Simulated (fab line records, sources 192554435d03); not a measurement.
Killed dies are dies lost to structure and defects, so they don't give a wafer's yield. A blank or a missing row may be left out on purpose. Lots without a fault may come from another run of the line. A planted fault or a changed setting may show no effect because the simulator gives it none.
Split-lot experiment | flow n5_finfet | 7 lots, 21 wafers read, on a route of 1938 steps

THE SPLIT
At N5_BEOL_M10_COAT_64 (time 60 s, resist thk 30 nm), the setting spin_rpm was moved away from the recipe's 1500 rpm on 5 of the 21 wafers read, by -8.6% to +8.1%. The other wafers ran this setting at the recipe's value.

FROM THE SPLIT TO THE READING: what the file shows between them, 3 steps
- N5_BEOL_M10_COAT_22: resist thk 90 nm
- N5_BEOL_M10_EBR_24
- N5_BEOL_M10_DESCUM_33: chemistry O2, time 7.9 s

THE READING
CAR-ArF_of_BEOL_M10_COAT_22.thk_nm (the simulator's own value, which no gauge read), in nm, at N5_BEOL_M10_ETCH_65 (etches SiARC in CF4, target depth 39 nm, time 65 s). The file gives no usual value for it. The 16 wafers here that ran the recipe average 55.5 nm, standard deviation 0.33 nm.

wafer  | tool, chamber at the split | spin_rpm as run, rpm | against the recipe | CAR-ArF_of_BEOL_M10_COAT_22.thk_nm, nm | against lot-mates on the recipe
L077.1 | litho_track-01, 0          | 1543                 | +2.9%              | 56.2                                   | +0.6
L077.2 | litho_track-01, 0          | 1543                 | +2.9%              | 56                                     | +0.4
L077.6 | litho_track-01, 0          | 1500                 | recipe             | 55.6                                   | -
L080.1 | litho_track-01, 0          | 1500                 | recipe             | 55.6                                   | -
L080.3 | litho_track-01, 0          | 1371                 | -8.6%              | 54.6                                   | -1.1
L080.4 | litho_track-01, 0          | 1500                 | recipe             | 55.8                                   | -
L081.1 | litho_track-02, 0          | 1500                 | recipe             | 55.8                                   | -
L081.4 | litho_track-02, 0          | 1500                 | recipe             | 55.8                                   | -
L081.6 | litho_track-02, 0          | 1500                 | recipe             | 55.8                                   | -
L086.1 | litho_track-01, 0          | 1500                 | recipe             | 55.6                                   | -
L086.3 | litho_track-01, 0          | 1622                 | +8.1%              | 56.6                                   | +1.0
L086.5 | litho_track-01, 0          | 1622                 | +8.1%              | 56.4                                   | +0.8
L090.2 | litho_track-01, 0          | 1500                 | recipe             | 55.2                                   | -
L090.3 | litho_track-01, 0          | 1500                 | recipe             | 55.6                                   | -
L090.5 | litho_track-01, 0          | 1500                 | recipe             | 55.4                                   | -
L092.2 | litho_track-01, 0          | 1500                 | recipe             | 55.8                                   | -
L092.4 | litho_track-01, 0          | 1500                 | recipe             | 56                                     | -
L092.6 | litho_track-01, 0          | 1500                 | recipe             | 55.8                                   | -
L096.1 | litho_track-01, 0          | 1500                 | recipe             | 55.2                                   | -
L096.2 | litho_track-01, 0          | 1500                 | recipe             | 54.8                                   | -
L096.6 | litho_track-01, 0          | 1500                 | recipe             | 55                                     | -

THE FIT
A straight line over all 21 wafers: CAR-ArF_of_BEOL_M10_COAT_22.thk_nm changes by +0.119 nm for each +1% of spin_rpm; r = +0.79; the points scatter about the line by 0.31 nm.
The same after taking each lot's own level away (the mean of its wafers on the recipe; 21 wafers): +0.121 nm for each +1%; r = +0.95; scatter 0.13 nm.
On that fit, the largest move of spin_rpm shifts the reading by 1 nm.
The lots' own levels span 55.00 to 55.87 nm, that is 2.6 times the standard deviation above.
So the lot-to-lot level blurs the effect unless lot-mates are compared.
Check: with one of the wafers moved furthest among these (-8.6%) left out of the fit, the line predicts -0.984 nm for it against its lot-mates. It came out at -1.1 nm against them.

OTHER SPLITS ON THESE WAFERS
These wafers also went through other splits before the reading. Each is held against what the fit with the lots' levels taken away leaves over:
other split on the same wafers | wafers away from the commonest value | r with CAR-ArF_of_BEOL_M10_COAT_22.thk_nm (lot level and that fit taken away)
N5_BEOL_M8_ILD_DEP_00 time_s   | 6                                    | -0.22
N5_BEOL_M8_ETCH_65 source_w    | 11                                   | +0.00
N5_BEOL_M10_ILD_DEP_00 time_s  | 9                                    | -0.06
N5_BEOL_M10_COAT_60 spin_rpm   | 9                                    | +0.12
N5_BEOL_M10_ETCH_62 time_s     | 8                                    | +0.20

THE WHOLE CHAIN: every reading that the file lists as answering this split, in the file's order
step                | what it does                                       | reading                                                                             | change (the file's fit)               | r (the file's)
N5_BEOL_M10_COAT_64 | time 60 s, resist thk 30 nm                        | SiARC_of_BEOL_M10_COAT_64.thk_nm (the simulator's own value, which no gauge read)   | -0.145 nm for each +1% of the setting | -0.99
N5_BEOL_M10_ETCH_65 | etches SiARC in CF4, target depth 39 nm, time 65 s | etch.depth_nm (the simulator's own value, which no gauge read)                      | -0.148 nm for each +1% of the setting | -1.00
N5_BEOL_M10_ETCH_65 | etches SiARC in CF4, target depth 39 nm, time 65 s | CAR-ArF_of_BEOL_M10_COAT_22.thk_nm (the simulator's own value, which no gauge read) | +0.123 nm for each +1% of the setting | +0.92

THE FILE'S OWN FIT
CAR-ArF_of_BEOL_M10_COAT_22.thk_nm changes by +0.123 nm for each +1% of spin_rpm, r = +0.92.
